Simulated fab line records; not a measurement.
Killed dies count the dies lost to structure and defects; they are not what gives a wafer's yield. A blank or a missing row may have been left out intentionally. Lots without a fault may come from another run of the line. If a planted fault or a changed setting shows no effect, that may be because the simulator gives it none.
Lot-split experiment ; flow n5 finfet ; 21 wafers read across 7 lots, on a route 1938 steps long

THE SPLIT ITSELF
At N5_BEOL_M1_EXPOSE_08 (exposes mask M1), the setting dose mj was moved away from the recipe's 33 on 5 of the 21 wafers read, by -4.7% to +3.7%. For the rest of the wafers, this setting stayed at what the recipe calls for.

FROM THE SPLIT TO THE READING: what the file shows between them, 4 steps
- N5_BEOL_M1_PEB_09: peb time 60 s
- N5_BEOL_M1_DEVELOP_10: develop time 30 s
- N5_BEOL_M1_DESCUM_16: chemistry O2, time 7 s
- N5_BEOL_M1_ETCH_74: etches underlayer in N2/H2, target depth 6.5 nm, time 5.2 s

THE READING
BEOL_M1.cd offset nm (the simulator's own value, which no gauge read), in nm, at N5_BEOL_M1_ETCH_63 (etches SiARC in CF4, target depth 15.6 nm, time 26 s). No usual value for it is given in the file. Here, 16 wafers ran the recipe; their average is 0.1 nm with a standard deviation of 0.25 nm.

wafer;tool, chamber at the split;dose mj as run;against the recipe;BEOL_M1.cd offset nm, nm;against lot-mates on the recipe
L075.1;euv scanner-02, 0;32.19;-2.5%;-0.6;-0.5
L075.2;euv scanner-02, 0;33;recipe;-0.2;-
L075.3;euv scanner-02, 0;33;recipe;0;-
L076.1;euv scanner-02, 0;32.2;-2.4%;-0.4;-0.6
L076.3;euv scanner-02, 0;32.2;-2.4%;-0.6;-0.8
L076.6;euv scanner-02, 0;33;recipe;0.2;-
L080.1;euv scanner-02, 0;33;recipe;-0.2;-
L080.2;euv scanner-02, 0;33;recipe;0.4;-
L080.4;euv scanner-02, 0;33;recipe;0.2;-
L082.1;euv scanner-01, 0;33;recipe;0.2;-
L082.3;euv scanner-01, 0;33;recipe;0;-
L082.5;euv scanner-01, 0;31.44;-4.7%;-1;-1.1
L088.3;euv scanner-01, 0;33;recipe;-0.2;-
L088.6;euv scanner-01, 0;33;recipe;-0.2;-
L088.4;euv scanner-01, 0;33;recipe;-0.4;-
L094.2;euv scanner-02, 0;33;recipe;0.4;-
L094.4;euv scanner-02, 0;33;recipe;0.4;-
L094.6;euv scanner-02, 0;33;recipe;0.4;-
L096.2;euv scanner-01, 0;34.23;+3.7%;0.6;+0.5
L096.4;euv scanner-01, 0;33;recipe;0.2;-
L096.6;euv scanner-01, 0;33;recipe;0;-

FIT RESULTS
A straight line over all 21 wafers: BEOL_M1.cd offset nm changes by +0.208 nm for each +1% of dose mj; r = +0.81; the points scatter about the line by 0.24 nm.
The same after taking each lot's own level away (the mean of its wafers on the recipe; 21 wafers): +0.211 nm for each +1%; r = +0.92; scatter 0.15 nm.
The reading moves by 1 nm for the largest change in dose mj, on that fit.
Across the lots, their own levels run from -0.27 to 0.40 nm, a range of 2.6 times the standard deviation given above.
Hence the lot-to-lot level has little effect on the slope; both slopes agree.
Check: with one of the wafers moved furthest among these (-4.7%) left out of the fit, the line predicts -0.984 nm for it against its lot-mates. It came out at -1.1 nm against them.

OTHER SPLITS ON THESE WAFERS
Note: prior to the reading, these wafers also went through further splits. Each is held against what the fit with the lots' levels taken away leaves over:
other split on the same wafers;wafers away from the commonest value;r with BEOL_M1.cd offset nm (lot level and that fit taken away)
N5_MOL_CONTACT_COAG_VIA_ETCH_117 bias w;7;-0.07
N5_BEOL_M0_SAQP_EXPOSE_11 dose mj;10;-0.16
N5_BEOL_M0_SAQP_DEVELOP_13 develop time s;10;+0.17
N5_BEOL_M0_CUTY_EXPOSE_54 dose mj;6;+0.27

FILE'S OWN FIT
BEOL_M1.cd offset nm changes by +0.207 nm for each +1% of dose mj, r = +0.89.
